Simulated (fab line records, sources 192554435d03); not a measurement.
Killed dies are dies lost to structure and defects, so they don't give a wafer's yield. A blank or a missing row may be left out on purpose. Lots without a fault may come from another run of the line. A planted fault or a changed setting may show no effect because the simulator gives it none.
fab line records | flow n5_finfet
record lots=10 wafers=26 last_day=17
route steps=1938 shown BEOL_M0_CUTY@708 BEOL_M0@715 BEOL_M4@1111 PASSIVATION@1936
lots that met no fault: from a run of the same line without faults
start_h: hours from the record's first day to the start of the lot's first wafer shown | wait_h: hours since the lot's step before | " the same as in the row above | L1.1+2: a row that stands for several wafers | - no value, or no start given | * or withheld: withheld | < > ~ a bound
route shown NAME@n: a module of which the file shows steps, and the number in the route of the first | usual: mean/standard deviation of fault-free wafers | same: alike in all rows | chamber/n: place in a boat | sites: the reading at each site | _std_site: their standard deviation | _edge_site: outer sites' mean less inner sites' | radius_mm: how far each site lies from the wafer's centre | mask NAME#n: copy n | behind: the tool/chamber that last shaped the wafer | hold: why the lot was held/for how many hours/how that ended | device: the transistor (n, p or np) that didn't switch | end of line: the same wafers' tests at the end of the route | a step without rows: its recipe alone | killed: dies lost to structure and defects at the first sort, not the wafer's yield | map: a wafer's dies, x killed, . not, _ none there
set.NAME: the setting as run; set.NAME@STEP: as run at that earlier step | model.NAME: the simulator's own value behind a step, which no gauge read
steps of the route over a sample of lots; a table a step, a row a wafer
services: from which hour (start_h, from the record's first day; less than 0 if before it) a tool's chamber was out of use, for how many hours, and why
## steps
# step N5_BEOL_M0_CUTY_CD_MEAS_57
# recipe target_cd_nm=200 landing_energy_ev=500 detector=se_inlens polarity=line
# usual cd_nm=199.6/0.91
# columns lot.wafer tool chamber start_h wait_h cd_nm
L458.1 cd_sem-02 0 127.54 - 199.6
L458.4 " 0 " " 199.2
L461.4 cd_sem-01 0 138.08 - 199.7
L461.5 " 0 " " 199.0
L461.6 " 0 " " 201.0
L462.1 cd_sem-01 0 144.98 - 199.9
L462.2 " 0 " " 199.8
L462.6 " 0 " " 198.8
L468.3 cd_sem-01 0 183.70 - 198.8
L468.6 " 0 " " 201.1
L470.2 cd_sem-02 0 209.27 - 199.7
L470.4 " 0 " " 200.2
L473.3 cd_sem-01 0 221.71 - 199.6
L473.4 " 0 " " 198.2
L473.6 " 0 " " 200.3
L475.1 cd_sem-01 0 223.13 - 199.4
L475.2 " 0 " " 197.8
L475.6 " 0 " " 198.1
L474.4 cd_sem-03 0 225.68 - 200.9
L474.5 " 0 " " 199.7
L477.1 cd_sem-02 0 233.06 - 199.5
L477.3 " 0 " " 198.7
L477.4 " 0 " " 200.1
L479.4 cd_sem-03 0 238.89 - 199.1
L479.5 " 0 " " 200.8
L479.6 " 0 " " 200.7
# step N5_BEOL_M0_CUTY_ETCH_62
# recipe chemistry=CF4 target=SiARC mask_material=CAR-ArF-block time_s=58.5 ion_energy_ev=80 pressure_mtorr=40 source_w=545 bias_w=36 Ar_flow_sccm=100 cf4_flow_sccm=100 ends=cleared
# usual drypump_motor_current_A=5.6/0.41 etch_rf_on_time_s=58.6/2 oes_product_au=0.69/0.081 rf_vpp_V=184.0/1 showerhead_plenum_p_Torr=2.13/0.047 throttle_valve_pct=15.64/0.18
# columns lot.wafer tool chamber start_h wait_h drypump_motor_current_A etch_rf_on_time_s oes_product_au rf_hours_counter_h rf_vpp_V showerhead_plenum_p_Torr throttle_valve_pct
L458.1 rie_diel-04 0 127.66 0.0 4.8 56.9 0.75 54 186.2 2.17 15.41
L458.4 " 1 " " 5.3 58.7 0.76 25 184.5 2.11 15.69
L461.4 rie_diel-04 0 138.20 0.0 4.8 57.2 0.73 58 184.3 2.17 15.41
L461.5 " 1 " " 5.3 59.0 0.75 - 183.5 2.10 15.71
L461.6 " 2 " " 5.5 57.9 0.79 - 182.9 2.08 15.48
L462.1 rie_diel-04 0 145.11 0.0 4.8 57.5 0.74 60 184.3 2.17 15.43
L462.2 " 1 " " 5.3 58.3 0.76 31 185.3 2.10 15.74
L462.6 " 0 " " 4.8 57.2 0.75 - 184.3 2.17 15.43
L468.3 rie_diel-05 0 184.08 0.0 6.0 60.5 0.59 186 182.8 2.04 15.71
L468.6 " 3 " " 5.8 59.9 0.60 - 184.0 2.14 16.01
L470.2 rie_diel-04 1 209.76 0.0 5.3 57.7 0.71 58 183.3 2.09 15.76
L470.4 " 1 " " 5.3 57.5 0.71 - 183.5 2.09 15.75
L473.3 rie_diel-05 1 222.04 0.0 5.3 57.4 0.76 32 183.7 2.18 15.62
L473.4 " 1 " " 5.3 57.4 0.77 - 184.0 2.18 15.63
L473.6 " 0 " " 6.0 60.5 0.59 - 182.5 2.04 15.74
L475.1 rie_diel-04 1 223.28 0.0 5.3 58.3 0.72 62 183.3 2.09 15.76
L475.2 " 0 " " 4.8 57.7 0.71 91 184.2 2.16 15.48
L475.6 " 2 " " 5.5 57.3 0.76 - 183.0 2.07 15.53
L474.4 rie_diel-05 0 225.80 0.0 6.0 60.2 0.59 202 182.6 2.03 15.73
L474.5 " 2 " " 5.3 61.3 0.63 - 184.2 2.13 15.51
L477.1 rie_diel-04 0 233.19 0.0 4.8 57.2 0.70 95 183.7 2.16 15.50
L477.3 " 1 " " 5.3 58.6 0.70 67 182.7 2.09 15.78
L477.4 " 2 " " 5.5 57.4 0.75 - 184.6 2.07 15.54
L479.4 rie_diel-04 0 239.52 0.0 4.8 56.6 0.70 - 184.0 2.16 15.48
L479.5 " 1 " " 5.3 58.3 0.71 - 183.4 2.09 15.78
L479.6 " 2 " " 5.5 56.7 0.75 - 183.5 2.07 15.56
# step N5_BEOL_M0_CUTY_ETCH_63
# recipe chemistry=N2/H2 target=SOC target_depth_a=827 overetch_a=165 mask_material=SiARC temp_c=40 ion_energy_ev=200 time_s=124 pressure_mtorr=30 source_w=840 bias_w=150 n2_flow_sccm=200 h2_flow_sccm=200
# usual drypump_motor_current_A=5.6/0.41 oes_product_au=0.66/0.068 rf_vpp_V=523.7/1.8 showerhead_plenum_p_Torr=2.54/0.057 throttle_valve_pct=17.93/0.22
# columns lot.wafer tool chamber start_h wait_h drypump_motor_current_A oes_product_au rf_hours_counter_h rf_vpp_V showerhead_plenum_p_Torr throttle_valve_pct
L458.1 rie_diel-04 0 127.71 0.0 4.8 0.71 54 526.0 2.55 17.40
L458.4 " 1 " " 5.3 0.73 25 522.1 2.52 18.11
L461.4 rie_diel-04 0 138.24 0.0 4.8 0.71 58 525.2 2.55 17.38
L461.5 " 1 " " 5.3 0.72 - 522.8 2.52 18.12
L461.6 " 2 " " 5.5 0.75 - 523.2 2.51 17.95
L462.1 rie_diel-04 0 145.15 0.0 4.8 0.69 60 524.8 2.55 17.40
L462.2 " 1 " " 5.3 0.72 31 522.7 2.52 18.11
L462.6 " 0 " " 4.8 0.70 - 526.1 2.54 17.38
L468.3 rie_diel-05 0 184.13 0.0 6.0 0.59 186 520.2 2.43 17.87
L468.6 " 3 " " 5.8 0.59 - 523.6 2.52 18.04
L470.2 rie_diel-04 1 209.81 0.0 5.3 0.68 58 521.3 2.51 18.18
L470.4 " 1 " " 5.3 0.68 - 522.2 2.51 18.17
L473.3 rie_diel-05 1 222.09 0.0 5.3 0.73 32 525.6 2.62 18.17
L473.4 " 1 " " 5.3 0.73 - 525.3 2.62 18.16
L473.6 " 0 " " 6.0 0.57 - 521.4 2.42 17.90
L475.1 rie_diel-04 1 223.32 0.0 5.3 0.68 62 521.1 2.50 18.16
L475.2 " 0 " " 4.8 0.67 91 524.9 2.53 17.47
L475.6 " 2 " " 5.5 0.72 - 523.4 2.50 17.99
L474.4 rie_diel-05 0 225.85 0.0 6.0 0.57 202 519.7 2.42 17.87
L474.5 " 2 " " 5.3 0.62 - 524.6 2.57 18.06
L477.1 rie_diel-04 0 233.23 0.0 4.8 0.67 95 525.8 2.53 17.45
L477.3 " 1 " " 5.3 0.68 67 523.0 2.50 18.18
L477.4 " 2 " " 5.5 0.70 - 521.8 2.50 18.00
L479.4 rie_diel-04 0 239.60 0.1 4.8 0.66 - 525.6 2.53 17.45
L479.5 " 1 " " 5.3 0.68 - 520.9 2.50 18.18
L479.6 " 2 " " 5.5 0.70 - 523.4 2.49 18.00
# step N5_BEOL_M0_ETCH_138
# recipe chemistry=CH3F/O2 target_depth_a=120 target=SiCN time_s=31.6 ion_energy_ev=120 pressure_mtorr=30 source_w=395 bias_w=75 Ar_flow_sccm=150 CH3F_flow_sccm=30 O2_flow_sccm=20 ends=cleared
# usual O2_flow_sccm=20.00/0.054 drypump_motor_current_A=5.6/0.41 etch_rf_on_time_s=29.1/1.2 oes_product_au=0.69/0.08 rf_vpp_V=297.2/1.1 showerhead_plenum_p_Torr=1.99/0.048 throttle_valve_pct=16.36/0.15
# columns lot.wafer tool chamber start_h wait_h O2_flow_sccm drypump_motor_current_A etch_rf_on_time_s oes_product_au rf_hours_counter_h rf_vpp_V showerhead_plenum_p_Torr throttle_valve_pct
L458.1 rie_diel-04 0 127.83 0.0 19.94 4.8 25.5 0.75 54 298.9 2.04 16.17
L458.4 " 1 " " 19.98 5.3 27.9 0.76 25 297.8 1.97 16.42
L461.4 rie_diel-04 0 138.37 0.0 20.06 4.8 27.8 0.75 58 297.8 2.03 16.15
L461.5 " 1 " " 20.10 5.3 28.2 0.76 - 297.7 1.97 16.43
L461.6 " 2 " " 19.96 5.5 28.1 0.79 - 297.3 1.94 16.26
L462.1 rie_diel-04 0 145.28 0.0 19.97 4.8 27.9 0.73 60 297.3 2.03 16.18
L462.2 " 1 " " 20.02 5.3 28.1 0.76 31 294.8 1.97 16.44
L462.6 " 0 " " 19.95 4.8 28.9 0.74 - 297.3 2.03 16.17
L468.3 rie_diel-05 0 184.25 0.0 19.96 6.0 30.0 0.60 186 295.8 1.89 16.36
L468.6 " 3 " " 19.99 5.8 29.7 0.60 - 296.6 1.99 16.66
L470.2 rie_diel-04 1 209.93 0.0 19.98 5.3 30.8 0.71 58 295.5 1.96 16.48
L470.4 " 1 " " 19.96 5.3 30.5 0.72 - 296.5 1.96 16.50
L473.3 rie_diel-05 1 222.21 0.0 20.05 5.2 29.1 0.77 32 297.4 2.05 16.45
L473.4 " 1 " " 20.08 5.3 29.0 0.76 - 299.5 2.05 16.45
L473.6 " 0 " " 20.08 6.0 29.6 0.60 - 295.4 1.89 16.38
L475.1 rie_diel-04 1 223.45 0.0 20.03 5.3 28.5 0.70 63 296.9 1.96 16.51
L475.2 " 0 " " 20.02 4.8 29.4 0.70 91 296.9 2.02 16.23
L475.6 " 2 " " 19.92 5.5 19.3 0.97 - 296.3 1.94 16.31
L474.4 rie_diel-05 0 225.97 0.0 20.09 6.0 29.8 0.60 202 295.6 1.89 16.38
L474.5 " 2 " " 19.99 5.3 31.0 0.63 - 299.1 2.00 16.26
L477.1 rie_diel-04 0 233.36 0.0 19.93 4.8 28.1 0.71 95 298.0 2.02 16.25
L477.3 " 1 " " 20.02 5.3 18.2 0.92 67 296.5 1.95 16.53
L477.4 " 2 " " 19.97 5.5 28.1 0.75 - 298.3 1.94 16.32
L479.4 rie_diel-04 0 239.71 0.0 20.11 4.8 28.9 0.70 - 298.2 2.02 16.23
L479.5 " 1 " " 19.95 5.3 29.8 0.70 - 296.5 1.95 16.52
L479.6 " 2 " " 19.99 5.5 19.1 0.97 - 296.2 1.93 16.31
# step N5_BEOL_M4_RC_MEAS_101
# usual DIBL_N=36.0/2 DIBL_P=35.9/2.5 IOFF_N=0.16/0.038 IOFF_P=0.21/0.04 ION_N=675/14 ION_P=462/9.4 SS_N=71.5/0.75 SS_P=73.2/0.74 VT_N=250/3.9 VT_P=-251/3.2
# columns lot.wafer tool chamber start_h wait_h DIBL_N[mV/V] DIBL_P[mV/V] IOFF_N[nA/um] IOFF_P[nA/um] ION_N[uA/um] ION_P[uA/um] SS_N[mV/dec] SS_P[mV/dec] VT_N[mV] VT_P[mV]
L458.1 prober-01 0 166.62 0.0 37.7 35.8 0.20 0.20 667 455 72.2 72.8 249 -252
L458.4 " 0 " " 36.3 33.6 0.16 0.16 675 452 71.1 72.4 250 -255
L461.4 prober-01 0 182.65 0.5 36.7 37.6 0.18 0.24 670 463 72.8 73.0 249 -249
L461.5 " 0 " " 37.8 38.4 0.21 0.24 678 455 73.3 74.1 250 -249
L461.6 " 0 " " 34.0 33.3 0.13 0.16 667 459 72.2 73.1 257 -254
L462.1 prober-01 0 197.12 0.0 37.3 37.2 0.17 0.19 664 446 72.3 73.7 251 -255
L462.2 " 0 " " 32.4 31.9 0.11 0.14 654 445 70.8 72.6 256 -257
L462.6 " 0 " " 38.7 39.4 0.20 0.25 670 459 71.8 74.5 246 -251
L468.3 prober-02 0 229.54 0.3 35.7 36.2 0.15 0.21 659 460 71.7 73.8 252 -251
L468.6 " 0 " " 36.6 37.1 0.18 0.20 673 457 71.1 72.8 246 -251
L470.2 prober-01 0 249.63 0.2 33.6 33.9 0.11 0.16 669 461 71.3 72.5 254 -254
L470.4 " 0 " " 37.2 37.7 0.18 0.20 682 460 71.8 73.6 248 -254
L473.3 prober-01 0 268.25 0.3 38.6 39.3 0.22 0.24 685 466 72.4 73.3 248 -251
L473.4 " 0 " " 38.6 39.2 0.21 0.26 683 472 72.2 73.0 248 -248
L473.6 " 0 " " 35.6 36.2 0.17 0.20 696 474 71.3 72.3 248 -249
L475.1 prober-02 0 269.86 0.0 33.6 34.1 0.12 0.17 669 457 71.5 72.7 255 -253
L475.2 " 0 " " 35.3 36.7 0.14 0.20 647 447 71.2 72.7 251 -249
L475.6 " 0 " " 34.5 37.0 0.14 0.21 688 473 70.9 73.6 250 -249
L474.4 prober-01 0 272.49 0.5 34.9 34.7 0.13 0.18 658 448 72.0 73.1 254 -253
L474.5 " 0 " " 39.8 40.8 0.25 0.29 683 465 72.4 74.8 242 -246
L477.1 prober-01 0 273.67 0.0 34.5 33.4 0.14 0.20 666 462 70.7 72.9 250 -249
L477.3 " 0 " " 33.9 30.5 0.13 0.16 653 444 70.8 72.2 252 -256
L477.4 " 0 " " 39.8 39.0 0.27 0.30 696 469 72.6 73.9 241 -244
L479.4 prober-01 0 296.19 0.5 33.4 32.6 0.10 0.16 644 455 70.9 72.1 259 -253
L479.5 " 0 " " 36.6 36.4 0.14 0.22 661 458 71.7 73.2 253 -250
L479.6 " 0 " " 37.0 37.0 0.16 0.24 672 466 71.4 73.7 249 -249
# step N5_PASSIVATION_PROBE_49
# usual defect_limited_yield=91.3/1.5 killed_at_M0_to_M3=33/12 killed_at_M4_up=15/5.2 killed_at_contacts=12/5.1 killed_at_front_end=39/11 killed_at_other=5/3.6 killed_dies=103/18 killed_open=67/13 killed_short=33/7.8 sort_bin_5_function=5.1/0.96 sort_bin_6_memory=3.2/0.71 sort_bin_8_speed=0.01/0.063 sort_n_pass=1077/18
# same gross_dies=1180 killed_at_back_side=0 sort_bin_4_leakage[%]=0
# columns lot.wafer tool chamber start_h wait_h defect_limited_yield[%] killed_at_M0_to_M3 killed_at_M4_up killed_at_contacts killed_at_front_end killed_at_other killed_dies killed_open killed_short sort_bin_5_function[%] sort_bin_6_memory[%] sort_bin_8_speed[%] sort_n_pass
L468.3 prober-02 - 328.00 0.1 92.8 36 23 3 16 7 85 45 35 4.9 2.0 0 1095
L468.6 prober-02 - 328.15 0.3 91.3 35 16 6 43 3 103 63 40 5.5 3.2 0 1077
L470.2 prober-01 - 348.63 0.1 92.6 22 20 5 35 5 87 53 25 4.3 2.1 0 1093
L470.4 prober-01 - 348.73 0.2 91.6 24 19 13 41 2 99 49 42 4.5 3.1 0 1081
L477.1 prober-01 - 379.17 0.0 89.4 34 11 16 60 4 125 64 38 5.1 3.2 0 1055
L479.4 prober-02 - 397.60 0.2 91.2 18 19 10 55 2 104 49 36 4.4 3.0 0 1076
# killed by level:class
L468.3 BEOL_M0_SAQP:geometric_particle:short=14 BEOL_M0_SAQP:geometric_particle:open=8 BEOL_M2:geometric_particle:open=7 BEOL_M4:geometric_particle:open=6 BEOL_M5:geometric_particle:short=4 PAD_METAL:geometric_particle:open=4 STARTING-WAFER:geometric_particle:short=4 MOL_CONTACT_COAG:geometric_particle:open=3
L468.6 BEOL_M0_SAQP:geometric_particle:short=11 DUMMY_GATE:geometric_particle:open=10 BEOL_M4:geometric_particle:open=9 STI_FIN_REVEAL:geometric_particle:open=7 MOL_CONTACT_COAG:geometric_particle:open=6 BEOL_M1:geometric_particle:open=6 BEOL_M2:geometric_particle:open=6 FIN_SAQP:geometric_particle:open=5
L470.2 BEOL_M4:geometric_particle:open=11 BEOL_M0_SAQP:geometric_particle:open=10 BEOL_M0_SAQP:geometric_particle:short=8 HKMG_FIN:area_etch=8 STI_FIN_REVEAL:geometric_particle:open=7 FIN_SAQP:geometric_particle:open=6 FIN_SAQP:geometric_particle:short=4 MOL_CONTACT_COAG:geometric_particle:open=4
L470.4 FIN_SAQP:geometric_particle:short=13 FIN_SAQP:geometric_particle:open=10 BEOL_M4:geometric_particle:open=8 MOL_CONTACT_COAG:geometric_particle:open=7 HKMG_FIN:area_etch=7 MOL_CONTACT_COAG:geometric_particle:short=6 BEOL_M0_SAQP:geometric_particle:short=6 BEOL_M2:geometric_particle:open=6
L477.1 HKMG_FIN:area_etch=23 MOL_CONTACT_COAG:geometric_particle:open=10 STI_FIN_REVEAL:geometric_particle:open=9 BEOL_M0_SAQP:geometric_particle:open=8 BEOL_M0_SAQP:geometric_particle:short=8 FIN_SAQP:geometric_particle:short=6 MOL_CONTACT_COAG:geometric_particle:short=6 GATE_CUT:geometric_particle:short=5
L479.4 HKMG_FIN:area_etch=13 FIN_SAQP:geometric_particle:short=10 BEOL_M4:geometric_particle:open=8 DUMMY_GATE:geometric_particle:open=7 MOL_CONTACT_COAG:geometric_particle:open=6 GATE_CUT:geometric_particle:short=5 BEOL_M2:geometric_particle:open=5 FIN_SAQP:geometric_particle:open=4
## services
# columns tool chamber start_h hours kind
rie_diel-05 1 114.63 - clean
rie_diel-05 1 114.63 - consumable_replace:focus_ring
rie_diel-05 1 114.63 18.1 scheduled_down
rie_diel-05 1 114.63 18.1 vent_cycle
rie_diel-04 3 149.33 7.2 repair
rie_diel-04 2 169.75 12.7 repair
rie_diel-04 2 205.62 6.8 repair
rie_diel-04 3 229.79 - clean
rie_diel-04 3 229.79 - consumable_replace:focus_ring
rie_diel-04 3 229.79 18.8 scheduled_down
rie_diel-04 3 229.79 18.8 vent_cycle
## key
first_sign step=N5_BEOL_M0_ETCH_138 reading=etch_rf_on_time_s direction=down sigmas=8.4 usual=* struck=*
effect step=N5_BEOL_M0_ETCH_138 reading=oes_product_au direction=up sigmas=3.3 usual=0.69 struck=0.95
met_at N5_BEOL_M0_ETCH_138
struck_lots L475,L477,L479
struck_wafers L475.6,L477.3,L479.6
baseline_loss step=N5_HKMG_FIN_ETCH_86 wafers=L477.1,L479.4
not_acting_at N5_BEOL_M0_CUTY_CD_MEAS_57,N5_BEOL_M0_CUTY_ETCH_62,N5_BEOL_M0_CUTY_ETCH_63
onset_between 209.93 223.45
fault kind=process_parameter_drift tool=rie_diel-04 chamber=- onset_h=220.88 steps=N5_BEOL_M0_ETCH_138 channel=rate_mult offset=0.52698 shape=step end_h=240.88 scope=struck_wafers_only
# baseline_loss: these wafers lose ten dies or more at that step, a loss of the line's own and not of a fault; the sort's usual values leave them out
